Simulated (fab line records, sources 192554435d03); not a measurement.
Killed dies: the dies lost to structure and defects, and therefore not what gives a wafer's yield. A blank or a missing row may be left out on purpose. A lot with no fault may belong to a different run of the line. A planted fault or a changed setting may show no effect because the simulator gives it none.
Matching of chambers | flow n5_finfet | N5_STI_FIN_REVEAL_STRIP_24 on rie_diel-02: 4 sister chambers
The step strips in N2/H2, time 90 s. 14 wafers are shown with their chamber, then 7 later ones without.

## EACH WAFER AND ITS CHAMBER
wafer  | chamber | showerhead_plenum_p_Torr (Torr) | drypump_motor_current_A (A) | throttle_valve_pct (%)
L074.1 | 0       | 3.27                            | 5.6                         | 12.41
L074.2 | 2       | 3.53                            | 6.0                         | 12.36
L074.3 | 1       | 3.46                            | 5.0                         | 12.29
L076.3 | 1       | 3.45                            | 5.0                         | 12.32
L076.4 | 1       | 3.45                            | 5.0                         | 12.32
L076.6 | 0       | 3.26                            | 5.7                         | 12.43
L077.3 | 2       | 3.52                            | 5.9                         | 12.39
L077.4 | 0       | 3.26                            | 5.6                         | 12.42
L077.6 | 1       | 3.45                            | 5.0                         | 12.31
L081.1 | 3       | 3.43                            | 5.4                         | 11.85
L081.2 | 0       | 3.26                            | 5.7                         | 12.43
L081.5 | 0       | 3.26                            | 5.7                         | 12.43
L086.1 | 1       | 3.45                            | 5.0                         | 11.75
L086.2 | 3       | 3.42                            | 5.4                         | 11.87

SIGNATURES (means of the wafers above)
reading                  | chamber 0 | chamber 1 | chamber 2 | chamber 3 | scatter within a chamber
showerhead_plenum_p_Torr | 3.2620    | 3.4520    | 3.5250    | 3.4250    | 0.0051
drypump_motor_current_A  | 5.660     | 5.000     | 5.950     | 5.400     | 0.0412
throttle_valve_pct       | 12.4240   | 12.1980   | 12.3750   | 11.8600   | 0.159
Rule: a wafer lies at a distance from a chamber equal to the root of the sum of squares, over the readings, of (its reading less the chamber's mean, divided by the reading's scatter). If the next closest chamber is less than 2 further off than the closest, the wafer can't be placed; otherwise it belongs to the closest. The scatter is the square root of a quotient: the sum, over the shown wafers, of each reading's squared deviation from its chamber's mean, divided by wafers minus chambers.

## WAFERS WITH NO CHAMBER GIVEN
wafer  | showerhead_plenum_p_Torr (Torr) | drypump_motor_current_A (A) | throttle_valve_pct (%)
L086.4 | 3.52                            | 5.9                         | 12.44
L088.2 | 3.25                            | 5.7                         | 12.46
L088.5 | 3.25                            | 5.7                         | 12.48
L088.6 | 3.44                            | 5.0                         | 11.74
L097.4 | 3.24                            | 5.7                         | 12.52
L097.5 | 3.51                            | 5.9                         | 12.47
L097.6 | 3.44                            | 5.0                         | 11.76

## WHICH CHAMBER EACH WENT THROUGH
wafer  | from the rows above | in truth
L086.4 | 2                   | 2
L088.2 | 0                   | 0
L088.5 | 0                   | 0
L088.6 | 1                   | 1
L097.4 | 0                   | 0
L097.5 | 2                   | 2
L097.6 | 1                   | 1
Correct placement for 7 of the 7. Not placeable from these rows: 0. 0 placed wrongly.
